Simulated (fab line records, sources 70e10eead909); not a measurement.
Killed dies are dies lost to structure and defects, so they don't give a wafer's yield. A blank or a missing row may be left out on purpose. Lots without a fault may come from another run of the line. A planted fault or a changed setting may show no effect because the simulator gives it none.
Which tool did it? | flow nand_harc | 7 lots, 20 wafers sampled, at 3 steps of a route of 1302

WHAT THE GAUGES READ, wafer by wafer
NHARC_A_ONON_D1_THK_MEAS_02: measures by ellipsometry.
lot  | measured     | on            | thk_nm (nm)
L820 | day 8 01:19  | film_metro-02 | 999 1001 999
L823 | day 9 13:01  | film_metro-01 | 1007 1005 1008
L825 | day 10 02:08 | film_metro-02 | 1004 1006 1007
L827 | day 11 07:29 | film_metro-02 | 1010 1010 1010
L833 | day 13 22:22 | film_metro-02 | 785 785 1005
L836 | day 15 03:21 | film_metro-01 | 775 774
L839 | day 16 09:42 | film_metro-02 | 987 989 989

WHICH TOOL RAN EACH LOT (tool, then ch and the chambers of the sampled wafers, then the start)
lot  | NHARC_P_BONDPAD_PRE_CLEAN_26            | NHARC_A_ONON_D1_DEP_00
L820 | pvd_sputter-01, day 8 00:45 or earlier  | pecvd_onon-02 ch 0, day 8 00:52
L823 | pvd_sputter-02, day 9 12:26 or earlier  | pecvd_onon-03 ch 0, day 9 12:33
L825 | pvd_sputter-01, day 10 01:34 or earlier | pecvd_onon-04 ch 0, day 10 01:44
L827 | pvd_sputter-01, day 11 06:55 or earlier | pecvd_onon-02 ch 0, day 11 06:59
L833 | pvd_sputter-01, day 13 21:47 or earlier | pecvd_onon-02 ch 0, day 13 21:51
L836 | pvd_sputter-03, day 15 02:47 or earlier | pecvd_onon-02 ch 0, day 15 02:51
L839 | pvd_sputter-01, day 16 09:07 or earlier | pecvd_onon-03 ch 0, day 16 09:11
- NHARC_P_BONDPAD_PRE_CLEAN_26: time 30 s.
- NHARC_A_ONON_D1_DEP_00: target thk 1000 nm.

THE ANSWER, worked out from the rows above alone
Rule: what is usual is taken from the lots themselves. Put in order of their means at a reading, lots are off if they are a third of the lots or fewer, leave a main group of 4 or more, and stand apart from it by a gap of 3 or more times the standard deviation of the main group's means; of several such gaps the widest counts. A main group whose means are all the same, to the digits that the tables above print for the reading, isn't used. A lot without any number at a reading at which 4 lots or more have one is off too. The other lots that the step has rows for count as sound.
Off: L833, L836, at NHARC_A_ONON_D1_THK_MEAS_02 (thk_nm). The main group: mean 1002 nm, standard deviation 7.6.
A tool fits if, at a process step before that reading, it ran every lot that is off, and no sound lot after the first of them. The gauges at NHARC_A_ONON_D1_THK_MEAS_02 are tried like those tools. NHARC_P_BONDPAD_PRE_CLEAN_26 gives no start for some lots, so the hours and the order of its lots are those of NHARC_A_SOURCE_PLATE_INSPECT_08. One fits: pecvd_onon-02 at NHARC_A_ONON_D1_DEP_00. Its last sound lot is L827 (day 11 06:59), its first lot that is off L833 (day 13 21:51): a fault that began between those two fits.

WHAT THE SIMULATOR HAD PUT IN
Process parameter drift: pecvd_onon-02, from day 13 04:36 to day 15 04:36, at NHARC_A_ONON_D1_DEP_00. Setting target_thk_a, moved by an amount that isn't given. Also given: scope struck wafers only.
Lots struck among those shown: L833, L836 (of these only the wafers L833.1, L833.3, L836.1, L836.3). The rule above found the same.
